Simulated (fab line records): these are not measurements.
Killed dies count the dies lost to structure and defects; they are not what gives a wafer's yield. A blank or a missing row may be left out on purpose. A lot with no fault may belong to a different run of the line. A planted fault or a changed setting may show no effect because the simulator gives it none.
Chamber matching || flow n5 finfet || N5_BEOL_M6_DESCUM_16 on rie diel-06: 4 sister chambers
The step chemistry O2, time 7.9 s. 4 wafers are shown with their chamber, then 7 later ones without.

WAFERS, EACH WITH ITS CHAMBER
{"wafer": "L086.5", "chamber": 1, "throttle valve pct (%)": 19.93}
{"wafer": "L086.6", "chamber": 2, "throttle valve pct (%)": 20.34}
{"wafer": "L093.1", "chamber": 3, "throttle valve pct (%)": 20.54}
{"wafer": "L093.2", "chamber": 0, "throttle valve pct (%)": 20.57}

WAFERS MISSING THEIR CHAMBER
{"wafer": "L093.4", "throttle valve pct (%)": 19.94}
{"wafer": "L094.1", "throttle valve pct (%)": 19.97}
{"wafer": "L094.5", "throttle valve pct (%)": 20.57}
{"wafer": "L094.6", "throttle valve pct (%)": 20.61}
{"wafer": "L096.1", "throttle valve pct (%)": 20.56}
{"wafer": "L096.2", "throttle valve pct (%)": 20.37}
{"wafer": "L096.4", "throttle valve pct (%)": 19.96}

THE CHAMBER EACH PASSED THROUGH
{"wafer": "L093.4", "from the rows above": 1, "in truth": 1}
{"wafer": "L094.1", "from the rows above": 1, "in truth": 1}
{"wafer": "L094.5", "from the rows above": "can't be placed: 0 or 3", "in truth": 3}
{"wafer": "L094.6", "from the rows above": "can't be placed: 0 or 3", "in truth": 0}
{"wafer": "L096.1", "from the rows above": "can't be placed: 0 or 3", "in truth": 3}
{"wafer": "L096.2", "from the rows above": 2, "in truth": 2}
{"wafer": "L096.4", "from the rows above": 1, "in truth": 1}
Correctly placed: 4 of 7. Can't be placed from these rows: 3 (the true chamber is among the candidates in 3). Wrongly placed: 0.
How it was worked out, from the rows above alone: a wafer's distance from a chamber is the root of the sum, over the readings, of the square of ((its reading less the chamber's mean) divided by the reading's scatter). The wafer belongs to the nearest chamber; if the next one is less than 2 further off, it can't be placed. A chamber's mean is the mean of its shown wafers. The scatter: root of mean squared gap, hidden wafer to nearest shown wafer, with one shown wafer a chamber.
